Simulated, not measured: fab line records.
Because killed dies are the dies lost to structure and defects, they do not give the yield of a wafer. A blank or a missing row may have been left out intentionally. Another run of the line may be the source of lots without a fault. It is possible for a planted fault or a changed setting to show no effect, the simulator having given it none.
fab line records    flow nand-harc    part 1 of 2: steps 1 to 24 of 38
record lots=5  wafers=15  last-day=32
route steps=1302 shown A_M0@1143 A_M1@1169
lots that met no fault: taken from a fault-free run of the same line
start-h: start of the lot's first displayed wafer, in hours after the record's first day    wait-h: hours elapsed since this lot's preceding step    " identical to the entry in the row above    L1.1+2: one row covering several wafers at once    - no value present, or no start provided    * or withheld: withheld    < > ~ a bound
route shown NAME@n: a module of which the file shows steps, and the number in the route of the first    usual: mean and standard deviation over wafers with no fault    same: alike in all rows    chamber/n: place in a boat    sites: per-site readings    _std_site: standard deviation of those values    _edge_site: mean of outer sites minus mean of inner sites    radius-mm: how far each site lies from the wafer's centre    mask NAME#n: copy n    behind: the last tool/chamber to shape the wafer    hold: why the lot went on hold/how many hours it stayed there/how the hold came to an end    device: the n, p or np transistor that did not switch    end of line: the tests these same wafers got at the end of their route    a step given without rows: its recipe and nothing more    killed: dies lost to structure and defects at the first sort, not the wafer's yield    map: a wafer's dies, x killed, . not, _ none there
set.NAME: setting as actually run; set.NAME@STEP: the setting as run at that earlier step    model.NAME: the simulator's own value behind a step, which no gauge read
lots seen at some steps along the route; tables by step, rows by wafer
services: the hour from which a tool's chamber was out of use, counted from the record's first day as start-h (under 0 if before that day), plus the number of hours and why
## steps
# step NHARC_A_M0_EBR_05
lot.wafer   tool            chamber  start-h  wait-h
L076.1+2+4  litho-track-01  0        -        -
L077.1+3+5  litho-track-04  0        -        -
L085.1+4+6  litho-track-04  0        -        -
L086.1+2+3  litho-track-04  0        -        -
L094.2+4+5  litho-track-06  0        -        -
# step NHARC_A_M0_EXPOSE_06
# recipe na=1.35  target-cd-nm=80  dose-mj=83.25  mask-id=A_M0
lot.wafer   tool             chamber  start-h  wait-h  mask
L076.1+2+4  arfi-scanner-01  0        533.59   -       A_M0#0
L077.1+3+5  arfi-scanner-02  0        562.16   -       A_M0#0
L085.1+4+6  arfi-scanner-01  0        637.41   -       A_M0#0
L086.1+2+3  arfi-scanner-02  0        638.65   -       A_M0#0
L094.2+4+5  arfi-scanner-01  0        713.89   -       A_M0#0
# step NHARC_A_M0_PEB_07
# recipe peb-temp-c=100  peb-time-s=65
# usual plate-temp-C=99.99/0.15
lot.wafer  tool            chamber  start-h  wait-h  plate-temp-C
L076.1     litho-track-04  0        533.65   0.1     100.21
L076.2     "               0        "        "       100.07
L076.4     "               0        "        "       100.17
L077.1     litho-track-06  0        562.22   0.1     99.66
L077.3     "               0        "        "       99.58
L077.5     "               0        "        "       99.53
L085.1     litho-track-06  0        637.47   0.1     99.95
L085.4     "               0        "        "       99.94
L085.6     "               0        "        "       99.94
L086.1     litho-track-01  0        638.71   0.1     100.06
L086.2     "               0        "        "       99.91
L086.3     "               0        "        "       100.05
L094.2     litho-track-06  0        713.95   0.1     100.04
L094.4     "               0        "        "       100.09
L094.5     "               0        "        "       99.90
# step NHARC_A_M0_DEVELOP_08
# recipe develop-time-s=35  dev-temp-c=23
lot.wafer   tool            chamber  start-h  wait-h
L076.1+2+4  litho-track-04  0        -        -
L077.1+3+5  litho-track-06  0        -        -
L085.1+4+6  litho-track-06  0        -        -
L086.1+2+3  litho-track-01  0        -        -
L094.2+4+5  litho-track-06  0        -        -
# step NHARC_A_M0_CD_MEAS_09
# recipe target-cd-nm=80  landing-energy-ev=500
# usual cd-nm=79.9/0.55
lot.wafer  tool       chamber  start-h  wait-h  cd-nm
L076.1     cd-sem-03  0        533.72   -       80.1
L076.2     "          0        "        "       79.2
L076.4     "          0        "        "       78.6
L077.1     cd-sem-03  0        562.30   -       79.5
L077.3     "          0        "        "       79.6
L077.5     "          0        "        "       79.6
L085.1     cd-sem-03  0        637.55   -       78.3
L085.4     "          0        "        "       79.2
L085.6     "          0        "        "       79.4
L086.1     cd-sem-03  0        638.78   -       78.8
L086.2     "          0        "        "       79.8
L086.3     "          0        "        "       78.6
L094.2     cd-sem-01  0        714.03   -       80.6
L094.4     "          0        "        "       80.0
L094.5     "          0        "        "       80.5
# step NHARC_A_M0_OVL_MEAS_10
# recipe pitch-nm=160
# usual overlay-x-nm=0.1/0.84  overlay-y-nm=-0.1/1.2
lot.wafer  tool        chamber  start-h  wait-h  overlay-x-nm  overlay-y-nm
L076.1     overlay-02  -        533.81   -       -0.2          -1.5
L076.2     "           -        "        "       -0.2          -0.8
L076.4     "           -        "        "       -0.6          -1.0
L077.1     overlay-02  -        562.39   -       -1.0          -1.1
L077.3     "           -        "        "       -0.8          -0.4
L077.5     "           -        "        "       -1.0          -0.5
L085.1     overlay-01  -        637.64   -       -0.8          -1.4
L085.4     "           -        "        "       -0.4          -1.9
L085.6     "           -        "        "       -0.2          -1.3
L086.1     overlay-01  -        638.87   -       0.6           -0.6
L086.2     "           -        "        "       0.5           -1.4
L086.3     "           -        "        "       0.5           -0.7
L094.2     overlay-01  -        714.11   -       -0.8          0.0
L094.4     "           -        "        "       -0.6          0.2
L094.5     "           -        "        "       -0.6          0.7
# step NHARC_A_M0_INSPECT_11
# usual raw-defect-count=85/37
lot.wafer  tool               chamber  start-h  wait-h  raw-defect-count
L076.1     defect-inspect-01  -        533.85   0.0     137
L076.2     "                  -        "        "       137
L076.4     "                  -        "        "       143
L077.1     defect-inspect-02  -        562.42   0.0     55
L077.3     "                  -        "        "       60
L077.5     "                  -        "        "       66
L085.1     defect-inspect-02  -        637.67   0.0     93
L085.4     "                  -        "        "       73
L085.6     "                  -        "        "       73
L086.1     defect-inspect-02  -        638.91   0.0     131
L086.2     "                  -        "        "       127
L086.3     "                  -        "        "       140
L094.2     defect-inspect-01  -        714.15   0.0     74
L094.4     "                  -        "        "       57
L094.5     "                  -        "        "       66
# step NHARC_A_M0_DESCUM_14
# recipe time-s=3  o2-flow-sccm=200  ar-flow-sccm=0  bias-power-w=0  chemistry=O2
# usual drypump-motor-current-A=6.0/0.54  mfc-ar-sccm=0.010/0.011  oes-product-au=0.999/0.0093  rf-vpp-V=57.8/0.91  showerhead-plenum-p-Torr=1.93/0.083  throttle-valve-pct=11.311/0.0089
lot.wafer  tool         chamber  start-h  wait-h  drypump-motor-current-A  mfc-ar-sccm  oes-product-au  rf-hours-counter-h  rf-vpp-V  showerhead-plenum-p-Torr  throttle-valve-pct
L076.4     rie-diel-09  1        533.91   0.1     6.3                      0.019        0.987           1.2                 56.9      2.02                      11.313
L076.1     "            2        "        "       6.1                      0            1.011           1.1                 57.8      1.79                      11.326
L076.2     "            3        "        "       6.3                      0.039        0.993           0.9                 57.3      1.78                      11.301
L077.3     rie-diel-08  0        562.49   0.1     6.7                      0.027        1.001           0.6                 56.6      1.94                      11.316
L077.1     "            3        "        "       5.6                      0            1.000           0.6                 57.9      1.92                      11.316
L077.5     "            0        "        "       6.7                      0.027        0.999           -                   58.4      1.94                      11.308
L085.1     rie-diel-08  0        637.73   0.1     6.7                      0.027        1.003           5.1                 59.0      1.94                      11.327
L085.4     "            2        "        "       5.4                      0.009        1.000           4.4                 57.8      2.05                      11.309
L085.6     "            0        "        "       6.7                      0.027        0.997           -                   58.4      1.94                      11.318
L086.3     rie-diel-08  1        638.97   0.1     6.6                      0            0.997           5.3                 57.2      1.96                      11.314
L086.2     "            3        "        "       5.6                      0            0.993           5.0                 58.0      1.92                      11.319
L086.1     "            0        "        "       6.7                      0.027        1.009           5.2                 58.6      1.94                      11.301
L094.2     rie-diel-09  3        714.21   0.1     6.3                      0.039        1.023           2.0                 58.2      1.78                      11.303
L094.4     "            0        "        "       5.5                      0            1.009           2.0                 56.9      1.88                      11.305
L094.5     "            3        "        "       6.3                      0.039        1.012           -                   56.6      1.78                      11.310
# step NHARC_A_M0_ETCH_34
# recipe target-depth-a=400  overetch-a=120  time-s=43.94  ion-energy-ev=200  n2-flow-sccm=150  h2-flow-sccm=150  ar-flow-sccm=0  rf-w=400  bias-w=150  chemistry=N2/H2
# usual drypump-motor-current-A=6.0/0.54  mfc-ar-sccm=0.010/0.011  n2-flow-sccm=149.9/0.45  oes-product-au=1.002/0.0096  rf-vpp-V=430.7/2.5  showerhead-plenum-p-Torr=2.05/0.087  throttle-valve-pct=14.171/0.0083
lot.wafer  tool         chamber  start-h  wait-h  drypump-motor-current-A  mfc-ar-sccm  n2-flow-sccm  oes-product-au  rf-hours-counter-h  rf-vpp-V  showerhead-plenum-p-Torr  throttle-valve-pct
L076.4     rie-diel-09  2        534.00   0.1     6.1                      0            149.9         1.014           1.1                 427.4     1.90                      14.177
L076.1     "            0        "        "       5.5                      0            149.8         0.975           0.7                 430.5     2.01                      14.161
L076.2     "            1        "        "       6.3                      0.019        150.2         0.989           1.2                 432.9     2.16                      14.161
L077.3     rie-diel-08  1        562.58   0.1     6.5                      0            150.0         1.008           0.6                 431.6     2.09                      14.157
L077.1     "            3        "        "       5.6                      0            150.5         0.994           0.6                 430.3     2.05                      14.172
L077.5     "            1        "        "       6.5                      0            149.5         1.012           -                   432.5     2.09                      14.182
L085.4     rie-diel-08  1        637.82   0.1     6.6                      0            150.7         1.006           5.2                 432.8     2.09                      14.174
L085.1     "            3        "        "       5.6                      0            150.5         0.994           5.0                 429.9     2.05                      14.183
L085.6     "            0        "        "       6.6                      0.027        149.7         1.005           -                   431.5     2.07                      14.175
L086.3     rie-diel-08  2        639.06   0.1     5.4                      0.009        150.6         1.003           4.5                 435.0     2.19                      14.168
L086.2     "            0        "        "       6.7                      0.027        149.7         1.011           5.2                 431.5     2.07                      14.168
L086.1     "            1        "        "       6.6                      0            150.2         1.003           5.3                 433.0     2.09                      14.176
L094.4     rie-diel-09  3        714.29   0.1     6.3                      0.039        149.7         1.013           2.1                 428.0     1.89                      14.177
L094.2     "            2        "        "       6.1                      0            150.3         1.007           0.4                 424.1     1.90                      14.174
L094.5     "            3        "        "       6.3                      0.039        149.4         1.010           -                   426.7     1.89                      14.182
# step NHARC_A_M0_ETCH_15
# recipe target-depth-a=1500  overetch-a=150  time-s=82.5  c4f8-flow-sccm=withheld  ar-flow-sccm=400  rf-w=600  bias-w=300  chemistry=C4F8/Ar
# usual oes-product-au=0.952/0.023  rf-vpp-V=441.2/2.7
lot.wafer  tool         chamber  start-h  wait-h  oes-product-au  rf-hours-counter-h  rf-vpp-V
L076.1     rie-diel-09  2        -        -       0.973           1.1                 436.7
L076.4     "            3        "        "       0.962           0.9                 435.9
L076.2     "            1        "        "       0.948           1.2                 444.1
L077.3     rie-diel-08  3        -        -       0.969           0.7                 441.2
L077.1     "            1        "        "       0.967           0.7                 443.4
L077.5     "            3        "        "       0.970           -                   442.9
L085.4     rie-diel-08  0        -        -       0.968           5.2                 442.0
L085.1     "            3        "        "       0.969           5.0                 440.1
L085.6     "            1        "        "       0.970           -                   441.7
L086.1     rie-diel-08  3        -        -       0.918           5.0                 441.3
L086.3     "            0        "        "       0.940           5.2                 441.6
L086.2     "            1        "        "       0.927           5.3                 441.8
L094.2     rie-diel-09  0        -        -       0.959           2.1                 438.7
L094.4     "            1        "        "       0.966           1.8                 444.7
L094.5     "            1        "        "       0.968           -                   442.2
# step NHARC_A_M0_CD_MEAS_16
# usual cd-nm=79.9/0.9
lot.wafer  tool       chamber  start-h  wait-h  cd-nm
L076.1     cd-sem-02  -        534.21   -       80.3
L076.2     "          -        "        "       78.8
L076.4     "          -        "        "       78.1
L077.1     cd-sem-03  -        562.78   -       78.3
L077.3     "          -        "        "       79.3
L077.5     "          -        "        "       79.3
L085.1     cd-sem-03  -        638.03   -       79.4
L085.4     "          -        "        "       79.9
L085.6     "          -        "        "       80.0
L086.1     cd-sem-03  -        639.27   -       79.0
L086.2     "          -        "        "       78.2
L086.3     "          -        "        "       78.8
L094.2     cd-sem-01  -        714.52   -       79.2
L094.4     "          -        "        "       80.4
L094.5     "          -        "        "       80.3
# step NHARC_A_M0_STRIP_18
# recipe power-w=1000  n2-flow-sccm=150  h2-flow-sccm=150  ar-flow-sccm=0  bias-w=0  chemistry=N2/H2
# usual drypump-motor-current-A=5.9/0.48  mfc-ar-sccm=0.012/0.013  n2-flow-sccm=150.0/0.48  oes-product-au=1.000/0.011  rf-vpp-V=90.6/1.1  showerhead-plenum-p-Torr=2.03/0.1  throttle-valve-pct=14.172/0.0095
lot.wafer  tool         chamber  start-h  wait-h  drypump-motor-current-A  mfc-ar-sccm  n2-flow-sccm  oes-product-au  rf-hours-counter-h  rf-vpp-V  showerhead-plenum-p-Torr  throttle-valve-pct
L076.4     rie-diel-08  1        534.28   0.1     6.6                      0            149.6         0.999           7.9                 91.3      2.09                      14.169
L076.1     "            2        "        "       5.4                      0.009        150.3         0.985           7.6                 89.4      2.19                      14.164
L076.2     "            0        "        "       6.7                      0.027        149.2         1.010           8.0                 91.4      2.07                      14.175
L077.3     rie-diel-09  0        562.86   0.1     5.5                      0            150.2         0.982           2.3                 90.0      2.01                      14.168
L077.1     "            2        "        "       6.1                      0            150.1         1.015           3.0                 90.0      1.90                      14.164
L077.5     "            1        "        "       6.3                      0.019        149.6         0.986           -                   92.3      2.16                      14.179
L085.1     rie-diel-02  3        638.11   0.1     5.3                      0.015        150.5         1.016           5.0                 91.6      2.14                      14.172
L085.4     "            0        "        "       5.4                      0            149.9         1.000           4.6                 89.9      1.98                      14.173
L085.6     "            0        "        "       5.4                      0            149.0         0.995           -                   89.1      1.98                      14.183
L086.3     rie-diel-09  0        639.34   0.1     5.5                      0            150.8         0.988           4.8                 90.8      2.01                      14.174
L086.1     "            1        "        "       6.3                      0.019        150.2         0.989           6.0                 91.8      2.15                      14.168
L086.2     "            2        "        "       6.1                      0            149.8         1.023           7.0                 89.2      1.90                      14.157
L094.4     rie-diel-02  2        714.60   0.1     5.4                      0.015        149.7         0.996           7.2                 91.6      1.88                      14.182
L094.2     "            1        "        "       6.2                      0.006        149.6         1.019           7.9                 90.9      1.96                      14.192
L094.5     "            2        "        "       5.4                      0.015        149.6         0.996           -                   89.3      1.88                      14.170
# step NHARC_A_M0_STRIP_19
# recipe time-s=600  temp-c=30  chemistry=post-etch-residue-remover
# usual temp-c=29.99/0.12
lot.wafer  tool          chamber  start-h  wait-h  temp-c
L076.4     wet-bench-04  4        534.56   -       30.10
L076.1     "             6        "        "       29.76
L076.2     "             0        "        "       30.02
L077.5     wet-bench-04  3        563.14   -       30.03
L077.1     "             5        "        "       29.92
L077.3     "             6        "        "       30.17
L085.4     wet-bench-09  7        638.39   -       29.89
L085.6     "             0        "        "       29.95
L085.1     "             3        "        "       30.07
L086.3     wet-bench-09  4        639.63   -       30.06
L086.2     "             5        "        "       30.08
L086.1     "             6        "        "       30.08
L094.4     wet-bench-03  2        714.88   -       30.10
L094.2     "             5        "        "       30.03
L094.5     "             7        "        "       29.94
# step NHARC_A_M0_DEGAS_28
# recipe temp-c=250  time-s=60
# usual heater-power-w=332/33
lot.wafer  tool            chamber  start-h  wait-h  heater-power-w
L076.2     pvd-sputter-01  -        534.82   -       304
L076.1     "               -        "        "       374
L076.4     "               -        "        "       315
L077.3     pvd-sputter-02  -        563.40   -       335
L077.1     "               -        "        "       320
L077.5     "               -        "        "       315
L085.1     pvd-sputter-01  -        638.65   -       327
L085.4     "               -        "        "       379
L085.6     "               -        "        "       303
L086.2     pvd-sputter-01  -        639.88   -       317
L086.3     "               -        "        "       310
L086.1     "               -        "        "       391
L094.2     pvd-sputter-02  -        715.19   -       331
L094.4     "               -        "        "       320
L094.5     "               -        "        "       344
# step NHARC_A_M0_PRE_CLEAN_29
# recipe time-s=30  temp-c=280  gas=H2/He
# usual heater-power-w=407/41
lot.wafer  tool            chamber  start-h  wait-h  heater-power-w
L076.2     pvd-sputter-01  -        -        -       384
L076.4     "               -        "        "       374
L076.1     "               -        "        "       391
L077.1     pvd-sputter-02  -        -        -       331
L077.3     "               -        "        "       422
L077.5     "               -        "        "       324
L085.4     pvd-sputter-01  -        -        -       380
L085.1     "               -        "        "       477
L085.6     "               -        "        "       383
L086.1     pvd-sputter-01  -        -        -       390
L086.3     "               -        "        "       370
L086.2     "               -        "        "       467
L094.4     pvd-sputter-02  -        -        -       405
L094.2     "               -        "        "       411
L094.5     "               -        "        "       386
# step NHARC_A_M0_PVD_20
# recipe target-thk-a=50  bias-v=168.6  power-w=15000  chamber-pressure-pa=0.12  time-s=8.06  substrate-temp-c=50  material=TaN
# usual throttle-valve-pct=29.3/1
lot.wafer  tool            chamber  start-h  wait-h  throttle-valve-pct
L076.1     pvd-sputter-01  -        -        -       31.1
L076.4     "               -        "        "       30.2
L076.2     "               -        "        "       28.3
L077.1     pvd-sputter-02  -        -        -       28.9
L077.3     "               -        "        "       30.4
L077.5     "               -        "        "       29.9
L085.1     pvd-sputter-01  -        -        -       28.8
L085.4     "               -        "        "       29.5
L085.6     "               -        "        "       28.7
L086.1     pvd-sputter-01  -        -        -       29.5
L086.3     "               -        "        "       28.7
L086.2     "               -        "        "       30.9
L094.2     pvd-sputter-02  -        -        -       28.7
L094.4     "               -        "        "       29.1
L094.5     "               -        "        "       29.0
# step NHARC_A_M0_PVD_21
# recipe target-thk-a=300  chamber-pressure-pa=5  power-w=5000  substrate-temp-c=30  time-s=20.49  material=Cu
# usual throttle-valve-pct=29.3/0.97
lot.wafer  tool            chamber  start-h  wait-h  throttle-valve-pct
L076.1     pvd-sputter-01  -        -        -       30.3
L076.2     "               -        "        "       28.4
L076.4     "               -        "        "       31.2
L077.3     pvd-sputter-02  -        -        -       28.8
L077.1     "               -        "        "       29.4
L077.5     "               -        "        "       30.4
L085.1     pvd-sputter-01  -        -        -       29.6
L085.4     "               -        "        "       28.7
L085.6     "               -        "        "       29.0
L086.2     pvd-sputter-01  -        -        -       29.4
L086.3     "               -        "        "       28.8
L086.1     "               -        "        "       31.2
L094.2     pvd-sputter-02  -        -        -       29.3
L094.4     "               -        "        "       29.2
L094.5     "               -        "        "       29.5
# step NHARC_A_M0_ECD_22
# recipe target-thk-a=4000  bath-temp-c=25  material=Cu
lot.wafer   tool       chamber  start-h  wait-h
L076.2+1+4  ecd-cu-02  1,0,1    535.19   -
L077.1+3+5  ecd-cu-01  1,0,0    563.81   -
L085.1+4+6  ecd-cu-02  0,1,1    639.06   -
L086.2+1+3  ecd-cu-01  0,1,1    640.25   -
L094.2+4+5  ecd-cu-01  1,0,0    715.60   -
# step NHARC_A_M0_ANNEAL_30
# recipe temp-c=225  time-s=90
# usual wafer_temp_C_max=225.8/0.32
lot.wafer  tool           chamber  start-h  wait-h  wafer_temp_C_max
L076.1     rtp-anneal-02  0        535.56   0.3     226.9
L076.2     "              0        "        "       226.6
L076.4     "              0        "        "       226.2
L077.1     rtp-anneal-01  0        564.17   0.3     225.6
L077.3     "              0        "        "       225.8
L077.5     "              0        "        "       225.6
L085.1     rtp-anneal-02  0        639.39   0.3     226.2
L085.4     "              0        "        "       225.8
L085.6     "              0        "        "       225.8
L086.1     rtp-anneal-01  0        640.62   0.3     225.2
L086.2     "              0        "        "       225.6
L086.3     "              0        "        "       225.4
L094.2     rtp-anneal-01  0        715.97   -       225.3
L094.4     "              0        "        "       225.6
L094.5     "              0        "        "       225.5
# step NHARC_A_M0_CMP_23
# recipe t-overpolish-s=20  target-thk-nm=113.75
# usual edge-zone-pressure-frac=1.000/0.0048  motor-current-A=11.6/0.96  time-to-endpoint-s=29.3/2.6
lot.wafer  tool    chamber  start-h  wait-h  edge-zone-pressure-frac  motor-current-A  time-to-endpoint-s
L076.1     cmp-01  0        535.92   -       1.001                    12.0             26.4
L076.2     "       2        "        "       0.996                    10.9             27.2
L076.4     "       3        "        "       1.001                    11.8             32.9
L077.1     cmp-03  2        564.56   -       0.996                    11.7             25.6
L077.3     "       3        "        "       1.000                    11.5             27.2
L077.5     "       1        "        "       1.001                    11.0             26.5
L085.4     cmp-01  1        639.73   -       1.009                    11.1             30.3
L085.1     "       3        "        "       0.998                    11.2             28.2
L085.6     "       2        "        "       1.002                    11.8             34.3
L086.2     cmp-04  3        640.96   -       1.002                    13.4             35.4
L086.3     "       0        "        "       1.000                    11.7             31.8
L086.1     "       2        "        "       0.997                    9.4              33.4
L094.2     cmp-01  0        716.30   -       0.998                    11.8             26.4
L094.4     "       1        "        "       0.997                    11.4             28.0
L094.5     "       3        "        "       0.994                    11.6             25.3
# step NHARC_A_M0_THK_MEAS_24
# recipe thk-meas-gauge=xrf
# usual thk-nm=113.6/1.4
lot.wafer  tool           chamber  start-h  wait-h  thk-nm
L076.1     film-metro-02  -        536.23   -       113.7
L076.2     "              -        "        "       115.3
L076.4     "              -        "        "       116.5
L077.1     film-metro-01  -        564.85   -       112.1
L077.3     "              -        "        "       109.7
L077.5     "              -        "        "       111.3
L085.1     film-metro-02  -        640.04   -       114.1
L085.4     "              -        "        "       113.6
L085.6     "              -        "        "       114.9
L086.1     film-metro-02  -        641.28   -       115.0
L086.2     "              -        "        "       112.9
L086.3     "              -        "        "       111.5
L094.2     film-metro-01  -        716.59   -       114.2
L094.4     "              -        "        "       114.0
L094.5     "              -        "        "       115.1
# step NHARC_A_M0_SRD_25
lot.wafer   tool          chamber  start-h  wait-h
L076.4+2+1  wet-bench-08  3,4,5    536.28   0.0
L077.1+3+5  wet-bench-08  7,2,4    564.89   0.0
L085.6+1+4  wet-bench-10  7,0,4    640.09   0.0
L086.2+3+1  wet-bench-10  6,0,1    641.32   0.0
L094.2+5+4  wet-bench-10  5,0,1    716.63   0.0
# step NHARC_A_M0_INSPECT_27
# usual raw-defect-count=499/95
lot.wafer  tool               chamber  start-h  wait-h  raw-defect-count
L076.1     defect-inspect-02  -        536.38   0.0     505
L076.2     "                  -        "        "       522
L076.4     "                  -        "        "       647
L077.1     defect-inspect-01  -        565.00   0.0     476
L077.3     "                  -        "        "       396
L077.5     "                  -        "        "       419
L085.1     defect-inspect-01  -        640.20   0.0     407
L085.4     "                  -        "        "       714
L085.6     "                  -        "        "       429
L086.1     defect-inspect-01  -        641.44   0.0     479
L086.2     "                  -        "        "       514
L086.3     "                  -        "        "       438
L094.2     defect-inspect-02  -        716.77   0.0     463
L094.4     "                  -        "        "       411
L094.5     "                  -        "        "       435
# step NHARC_A_M0_PRE_CLEAN_31
# recipe time-s=12  temp-c=370  rf-power-w=300  gas=NH3
# usual heater-power-outer-w=385/40  heater-power-w=679/69
lot.wafer  tool      chamber  start-h  wait-h  heater-power-outer-w  heater-power-w
L076.2     pecvd-01  1        536.46   0.1     432                   696
L076.1     "         2        "        "       327                   617
L076.4     "         1        "        "       422                   699
L077.1     pecvd-04  2        565.09   0.1     428                   790
L077.3     "         2        "        "       408                   787
L077.5     "         2        "        "       418                   817
L085.1     pecvd-01  1        640.28   0.1     372                   616
L085.6     "         0        "        "       371                   637
L085.4     "         2        "        "       372                   637
L086.3     pecvd-03  0        641.51   0.1     313                   562
L086.1     "         1        "        "       369                   707
L086.2     "         2        "        "       394                   691
L094.2     pecvd-04  1        716.86   0.1     357                   647
L094.4     "         2        "        "       469                   848
L094.5     "         1        "        "       345                   669
